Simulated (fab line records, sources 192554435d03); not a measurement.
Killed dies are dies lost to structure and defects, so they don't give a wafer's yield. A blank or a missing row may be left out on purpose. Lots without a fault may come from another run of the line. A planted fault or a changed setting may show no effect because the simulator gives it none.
Which tool did it? | flow n5_finfet | 9 lots, 27 wafers sampled, at 5 steps of a route of 1938

WHAT THE GAUGES READ, wafer by wafer
N5_BEOL_M4_RC_MEAS_101.
lot  | measured     | on        | VT_N_LONG (mV)
L510 | day 7 18:26  | prober-02 | 275.1 274.4 275.1
L514 | day 8 18:02  | prober-02 | 274.7 276.2 276.0
L516 | day 9 06:25  | prober-02 | 273.3 272.5 272.3
L520 | day 9 22:16  | prober-01 | 278.1 297.3 276.7
L524 | day 12 21:15 | prober-01 | 295.2 272.4 300.0
L527 | day 14 01:24 | prober-01 | 277.1 275.1 276.3
L529 | day 14 09:01 | prober-01 | 275.0 273.0 276.2
L531 | day 13 00:07 | prober-02 | 276.3 275.8 275.5
L533 | day 15 04:40 | prober-01 | 274.8 274.7 271.4

WHICH TOOL RAN EACH LOT (tool, then ch and the chambers of the sampled wafers, then the start)
lot  | N5_HKMG_FIN_STRIP_89               | N5_HKMG_FIN_NWFM_ALD_20             | N5_HKMG_FIN_W_FILL_22        | N5_HKMG_FIN_CMP_94
L510 | rie_diel-03 ch 1,2,3, day 4 09:27  | ald_metal-04 ch 0,2, day 4 10:01    | cvd_w-01 ch 0,1, day 4 11:38 | cmp-01 ch 1,2,3, day 4 12:15
L514 | rie_diel-03 ch 0,2, day 5 05:08    | ald_metal-04 ch 0,1, day 5 05:42    | cvd_w-02 ch 0,1, day 5 07:22 | cmp-01 ch 1,2, day 5 08:55
L516 | rie_diel-03 ch 1,3, day 5 15:56    | ald_metal-04 ch 0,1, day 5 16:31    | cvd_w-01 ch 0,1, day 5 18:11 | cmp-02 ch 0,1,3, day 5 18:47
L520 | rie_diel-04 ch 0,1,2, day 6 16:05  | ald_metal-04 ch 1,2,3, day 6 16:40  | cvd_w-02 ch 0,1, day 6 18:23 | cmp-04 ch 0,1,2, day 6 18:58
L524 | rie_diel-03 ch 1,3, day 7 21:53    | ald_metal-04 ch 1,2,3, day 7 22:28  | cvd_w-01 ch 0,1, day 8 00:22 | cmp-04 ch 0,3, day 8 01:01
L527 | rie_diel-02 ch 0,1,2, day 8 17:13  | ald_metal-03 ch 1,2,3, day 8 17:47  | cvd_w-02 ch 0,1, day 8 19:26 | cmp-01 ch 1,2,3, day 8 20:02
L529 | rie_diel-03 ch 0,3, day 9 02:52    | ald_metal-02 ch 0,2,3, day 9 03:27  | cvd_w-01 ch 0, day 9 05:08   | cmp-02 ch 0,1,2, day 9 05:44
L531 | rie_diel-03 ch 0,2,3, day 9 13:50  | ald_metal-03 ch 0,1,3, day 9 14:28  | cvd_w-02 ch 0,1, day 9 16:05 | cmp-02 ch 0,1,2, day 9 16:46
L533 | rie_diel-04 ch 0,2,3, day 10 09:54 | ald_metal-03 ch 0,2,3, day 10 10:29 | cvd_w-02 ch 0, day 10 12:13  | cmp-02 ch 1,2,3, day 10 12:50
- N5_HKMG_FIN_STRIP_89: strips SOC in N2/H2, time 20 s.
- N5_HKMG_FIN_NWFM_ALD_20: deposits TiAlC, target thk 2 nm, pulse time 3 s, purge time 2 s.
- N5_HKMG_FIN_W_FILL_22: material W, target thk 60 nm, time 18.2 s.
- N5_HKMG_FIN_CMP_94: polishes, stops on SiNx, t overpolish 4.7 s, target thk 43.299 nm.

THE ANSWER, worked out from the rows above alone
Rule: what is usual is taken from the lots themselves. Put in order of their means at a reading, lots are off if they are a third of the lots or fewer, leave a main group of 4 or more, and stand apart from it by a gap of 3 or more times the standard deviation of the main group's means; of several such gaps the widest counts. A main group whose means are all the same, to the digits that the tables above print for the reading, isn't used. A lot without any number at a reading at which 4 lots or more have one is off too. The other lots that the step has rows for count as sound.
Off: L520, L524, at N5_BEOL_M4_RC_MEAS_101 (VT_N_LONG). The main group: mean 274.8 mV, standard deviation 1.2.
A tool fits if, at a process step before that reading, it ran every lot that is off, and no sound lot after the first of them. The gauges at N5_BEOL_M4_RC_MEAS_101 are tried like those tools. Can't be told from this: 2 tools fit, ald_metal-04 at N5_HKMG_FIN_NWFM_ALD_20, cmp-04 at N5_HKMG_FIN_CMP_94.

WHAT THE SIMULATOR HAD PUT IN
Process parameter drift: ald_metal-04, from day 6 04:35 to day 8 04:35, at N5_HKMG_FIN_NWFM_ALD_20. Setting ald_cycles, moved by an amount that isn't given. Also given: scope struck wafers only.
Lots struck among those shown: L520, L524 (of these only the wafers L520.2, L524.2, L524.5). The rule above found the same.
